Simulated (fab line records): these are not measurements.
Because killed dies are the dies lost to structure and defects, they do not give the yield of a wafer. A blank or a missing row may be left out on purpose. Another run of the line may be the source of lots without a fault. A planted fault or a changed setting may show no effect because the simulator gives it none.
Which tool did it? :: flow n5_finfet :: Sampling: 10 lots, 29 wafers, 6 of 1938 route steps

== WHAT THE GAUGES SHOWED, per wafer ==
N5_BEOL_M4_RC_MEAS_101.
lot: L844
measured: day 8 23:34
on: prober-01
DIBL_N (mV/V): 34.6 34.2 36.5

lot: L845
measured: day 9 18:37
on: prober-02
DIBL_N (mV/V): 36.3 35.9

lot: L846
measured: day 9 18:59
on: prober-01
DIBL_N (mV/V): 35.4 35.3 35.5

lot: L847
measured: day 10 00:52
on: prober-01
DIBL_N (mV/V): 37.5 37.3 39.3

lot: L856
measured: day 13 02:29
on: prober-01
DIBL_N (mV/V): 37.2 37.8 37.4

lot: L858
measured: day 14 05:13
on: prober-01
DIBL_N (mV/V): 36.4 35.2 37.0

lot: L861
measured: day 15 02:28
on: prober-02
DIBL_N (mV/V): 36.9 39.5 38.2

lot: L859
measured: day 14 17:20
on: prober-01
DIBL_N (mV/V): 37.6 37.5 35.9

lot: L866
measured: day 15 20:00
on: prober-01
DIBL_N (mV/V): 33.8 35.6 36.2

lot: L865
measured: day 16 03:17
on: prober-02
DIBL_N (mV/V): 35.3 34.8 34.6

== TOOL THAT RAN EACH LOT (tool first, then ch and the chambers of the sampled wafers, then the start) ==
lot: L844
N5_BEOL_M3_ANNEAL_49: pvd_sputter-03, day 8 08:49
N5_BEOL_M3_ANNEAL_82: pvd_sputter-03, day 8 09:16
N5_BEOL_M3_SPUTTER_94: pvd_sputter-03, day 8 10:17
N5_BEOL_M3_ECD_50: ecd_cu-02 ch 0,1, day 8 10:37
N5_BEOL_M3_CMP_52: cmp-03 ch 1,2, day 8 11:02

lot: L845
N5_BEOL_M3_ANNEAL_49: pvd_sputter-03, day 8 15:48
N5_BEOL_M3_ANNEAL_82: pvd_sputter-03, day 8 16:14
N5_BEOL_M3_SPUTTER_94: pvd_sputter-03, day 8 17:16
N5_BEOL_M3_ECD_50: ecd_cu-02 ch 1, day 8 17:35
N5_BEOL_M3_CMP_52: cmp-02 ch 1,3, day 8 18:02

lot: L846
N5_BEOL_M3_ANNEAL_49: pvd_sputter-01, day 8 22:44
N5_BEOL_M3_ANNEAL_82: pvd_sputter-01, day 8 23:10
N5_BEOL_M3_SPUTTER_94: pvd_sputter-01, day 9 00:11
N5_BEOL_M3_ECD_50: ecd_cu-02 ch 0,1, day 9 00:32
N5_BEOL_M3_CMP_52: cmp-03 ch 0,2,3, day 9 01:01

lot: L847
N5_BEOL_M3_ANNEAL_49: pvd_sputter-02, day 9 08:10
N5_BEOL_M3_ANNEAL_82: pvd_sputter-02, day 9 08:37
N5_BEOL_M3_SPUTTER_94: pvd_sputter-02, day 9 09:38
N5_BEOL_M3_ECD_50: ecd_cu-02 ch 0,1, day 9 09:58
N5_BEOL_M3_CMP_52: cmp-01 ch 2,3, day 9 10:26

lot: L856
N5_BEOL_M3_ANNEAL_49: pvd_sputter-02, day 11 10:29
N5_BEOL_M3_ANNEAL_82: pvd_sputter-02, day 11 10:55
N5_BEOL_M3_SPUTTER_94: pvd_sputter-02, day 11 15:01
N5_BEOL_M3_ECD_50: ecd_cu-01 ch 0,1, day 11 15:21
N5_BEOL_M3_CMP_52: cmp-03 ch 1,2, day 11 15:59

lot: L858
N5_BEOL_M3_ANNEAL_49: pvd_sputter-01, day 13 00:08
N5_BEOL_M3_ANNEAL_82: pvd_sputter-01, day 13 00:35
N5_BEOL_M3_SPUTTER_94: pvd_sputter-01, day 13 01:36
N5_BEOL_M3_ECD_50: ecd_cu-02 ch 0,1, day 13 01:56
N5_BEOL_M3_CMP_52: cmp-02 ch 1,2,3, day 13 02:19

lot: L861
N5_BEOL_M3_ANNEAL_49: pvd_sputter-01, day 13 15:52
N5_BEOL_M3_ANNEAL_82: pvd_sputter-01, day 13 16:18
N5_BEOL_M3_SPUTTER_94: pvd_sputter-01, day 13 17:19
N5_BEOL_M3_ECD_50: ecd_cu-02 ch 0,1, day 13 17:40
N5_BEOL_M3_CMP_52: cmp-02 ch 0,1, day 13 18:13

lot: L859
N5_BEOL_M3_ANNEAL_49: pvd_sputter-02, day 13 16:02
N5_BEOL_M3_ANNEAL_82: pvd_sputter-02, day 13 16:29
N5_BEOL_M3_SPUTTER_94: pvd_sputter-02, day 13 17:30
N5_BEOL_M3_ECD_50: ecd_cu-02 ch 0,1, day 13 17:50
N5_BEOL_M3_CMP_52: cmp-02 ch 2,3, day 13 18:27

lot: L866
N5_BEOL_M3_ANNEAL_49: pvd_sputter-02, day 14 05:22
N5_BEOL_M3_ANNEAL_82: pvd_sputter-02, day 14 05:48
N5_BEOL_M3_SPUTTER_94: pvd_sputter-02, day 14 06:49
N5_BEOL_M3_ECD_50: ecd_cu-01 ch 0,1, day 14 07:09
N5_BEOL_M3_CMP_52: cmp-03 ch 0,1,2, day 14 08:10

lot: L865
N5_BEOL_M3_ANNEAL_49: pvd_sputter-01, day 14 10:26
N5_BEOL_M3_ANNEAL_82: pvd_sputter-01, day 14 10:53
N5_BEOL_M3_SPUTTER_94: pvd_sputter-01, day 14 11:54
N5_BEOL_M3_ECD_50: ecd_cu-02 ch 0,1, day 14 12:14
N5_BEOL_M3_CMP_52: cmp-01 ch 0,2,3, day 14 12:40
- N5_BEOL_M3_ANNEAL_49: time 240 s.
- N5_BEOL_M3_ANNEAL_82: time 240 s.
- N5_BEOL_M3_SPUTTER_94: material Cu, target thk 4.5 nm, time 8.29 s.
- N5_BEOL_M3_ECD_50: material Cu, target thk 300 nm.
- N5_BEOL_M3_CMP_52: polishes, stops on SiOC, t overpolish 6.8 s, target thk 40 nm.

== THE ANSWER, worked out from the rows above alone ==
Rule: the usual values come from the lots themselves. Put in order of their means at a reading, lots are off if they are a third of the lots or fewer, leave a main group of 4 or more, and stand apart from it by a gap of 3 or more times the standard deviation of the main group's means; of several such gaps the widest counts. The tables above print the reading to a certain number of digits; a main group whose means all agree to those digits is not used. A lot without any number at a reading at which 4 lots or more have one is off too. Where the step has rows for the other lots, those lots are counted as sound.
Across all readings shown, no lot is off: no conclusion can be drawn from this.

== WHAT WAS PUT IN BY THE SIMULATOR ==
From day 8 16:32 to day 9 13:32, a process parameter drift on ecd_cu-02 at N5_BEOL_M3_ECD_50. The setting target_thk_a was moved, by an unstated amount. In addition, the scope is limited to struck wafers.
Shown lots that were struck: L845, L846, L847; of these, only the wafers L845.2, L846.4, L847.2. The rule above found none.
